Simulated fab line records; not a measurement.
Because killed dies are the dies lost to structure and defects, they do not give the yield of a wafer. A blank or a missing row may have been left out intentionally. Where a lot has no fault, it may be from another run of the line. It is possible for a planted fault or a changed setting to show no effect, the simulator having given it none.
Chamber matching | flow n5_finfet | rie_diel-04 running N5_BEOL_M10_STRIP_19: 4 sister chambers
The step strips in O2. 14 wafers are shown with their chamber, then 7 later ones without.

## WAFERS, EACH WITH ITS CHAMBER
wafer  | chamber | throttle_valve_pct (%) | showerhead_plenum_p_Torr (Torr) | oes_product_au (a.u.)
L076.1 | 3       | 16.51                  | 2.13                            | 0.88
L076.2 | 1       | 16.40                  | 2.05                            | 0.92
L076.4 | 2       | 17.01                  | 2.07                            | 0.68
L080.1 | 2       | 17.00                  | 2.07                            | 0.69
L080.3 | 3       | 16.52                  | 2.12                            | 0.87
L080.5 | 1       | 16.40                  | 2.04                            | 0.90
L083.3 | 3       | 16.53                  | 2.12                            | 0.83
L083.4 | 0       | 16.48                  | 2.13                            | 0.84
L083.5 | 3       | 16.56                  | 2.12                            | 0.84
L092.1 | 2       | 17.05                  | 2.06                            | 0.66
L092.2 | 1       | 16.49                  | 2.03                            | 0.86
L092.6 | 2       | 17.05                  | 2.06                            | 0.66
L094.1 | 0       | 16.51                  | 2.13                            | 0.83
L094.2 | 2       | 17.05                  | 2.06                            | 0.67

SIGNATURES (means of the wafers above)
reading                  | chamber 0 | chamber 1 | chamber 2 | chamber 3 | scatter within a chamber
throttle_valve_pct       | 16.4950   | 16.4300   | 17.0320   | 16.5300   | 0.0312
showerhead_plenum_p_Torr | 2.1300    | 2.0400    | 2.0640    | 2.1225    | 0.00628
oes_product_au           | 0.8350    | 0.8933    | 0.6720    | 0.8550    | 0.0207
Rule: distance of a wafer from a chamber = root of the sum over the readings of ((wafer's reading minus chamber's mean) / reading's scatter) squared. The wafer belongs to the nearest chamber; if the next one is less than 2 further off, it can't be placed. The scatter: the root of (the sum of the squares of (reading less its chamber's mean) over the shown wafers, divided by (wafers less chambers)).

## WAFERS WITH NO CHAMBER GIVEN
wafer  | throttle_valve_pct (%) | showerhead_plenum_p_Torr (Torr) | oes_product_au (a.u.)
L094.3 | 16.59                  | 2.11                            | 0.82
L097.1 | 17.06                  | 2.06                            | 0.66
L097.2 | 16.48                  | 2.03                            | 0.84
L097.5 | 16.48                  | 2.03                            | 0.85
L095.4 | 16.58                  | 2.11                            | 0.82
L095.5 | 16.46                  | 2.03                            | 0.85
L095.6 | 16.51                  | 2.12                            | 0.82

## EACH ONE'S CHAMBER
wafer  | from the rows above     | in truth
L094.3 | can't be placed: 3 or 0 | 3
L097.1 | 2                       | 2
L097.2 | 1                       | 1
L097.5 | 1                       | 1
L095.4 | can't be placed: 3 or 0 | 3
L095.5 | 1                       | 1
L095.6 | can't be placed: 0 or 3 | 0
Placed correctly: 4 of 7. Unplaceable from these rows: 3, with the true chamber sitting among the candidates in 3. 0 placed wrongly.
